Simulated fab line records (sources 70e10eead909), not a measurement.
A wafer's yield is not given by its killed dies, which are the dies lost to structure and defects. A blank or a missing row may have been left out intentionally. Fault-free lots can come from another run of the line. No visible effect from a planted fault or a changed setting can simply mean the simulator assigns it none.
Matching of chambers || flow nand_harc || NHARC_A_CHANNEL_FILL_D2_CMP_10 on cmp-01: 4 sister chambers
The step polishes, target thk 150 nm. 4 wafers are shown with their chamber, then 7 later ones without.

== WAFERS PAIRED WITH THEIR CHAMBERS ==
{"wafer": "L685.3", "chamber": 2, "time_to_endpoint_s (s)": 12.5}
{"wafer": "L685.6", "chamber": 1, "time_to_endpoint_s (s)": 11.7}
{"wafer": "L689.3", "chamber": 0, "time_to_endpoint_s (s)": 14.3}
{"wafer": "L689.4", "chamber": 3, "time_to_endpoint_s (s)": 12.8}

== WAFERS MISSING THEIR CHAMBER ==
{"wafer": "L689.6", "time_to_endpoint_s (s)": 12.0}
{"wafer": "L698.4", "time_to_endpoint_s (s)": 18.3}
{"wafer": "L698.5", "time_to_endpoint_s (s)": 16.8}
{"wafer": "L698.6", "time_to_endpoint_s (s)": 16.6}
{"wafer": "L700.1", "time_to_endpoint_s (s)": 16.6}
{"wafer": "L700.3", "time_to_endpoint_s (s)": 15.9}
{"wafer": "L700.5", "time_to_endpoint_s (s)": 13.4}

== CHAMBER TAKEN BY EACH ==
{"wafer": "L689.6", "from the rows above": "can't be placed: 1 or 2 or 3 or 0", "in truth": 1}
{"wafer": "L698.4", "from the rows above": "can't be placed: 0 or 3 or 2 or 1", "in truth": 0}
{"wafer": "L698.5", "from the rows above": "can't be placed: 0 or 3 or 2 or 1", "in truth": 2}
{"wafer": "L698.6", "from the rows above": "can't be placed: 0 or 3 or 2 or 1", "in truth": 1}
{"wafer": "L700.1", "from the rows above": "can't be placed: 0 or 3 or 2 or 1", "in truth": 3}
{"wafer": "L700.3", "from the rows above": "can't be placed: 0 or 3 or 2 or 1", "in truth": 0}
{"wafer": "L700.5", "from the rows above": "can't be placed: 3 or 0 or 2 or 1", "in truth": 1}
0 of 7 placed correctly. Cannot be placed on the basis of these rows: 7; the candidates contain the true chamber in 7. Number placed wrongly: 0.
How it was worked out, from the rows above alone: a wafer's distance from a chamber is the root of the sum, over the readings, of the square of ((its reading less the chamber's mean) divided by the reading's scatter). The wafer belongs to the nearest chamber; if the next one is less than 2 further off, it can't be placed. A chamber's mean is the mean of its shown wafers. The scatter: with one shown wafer a chamber, the root of the mean of the squares of how far each hidden wafer lies from its nearest shown one.
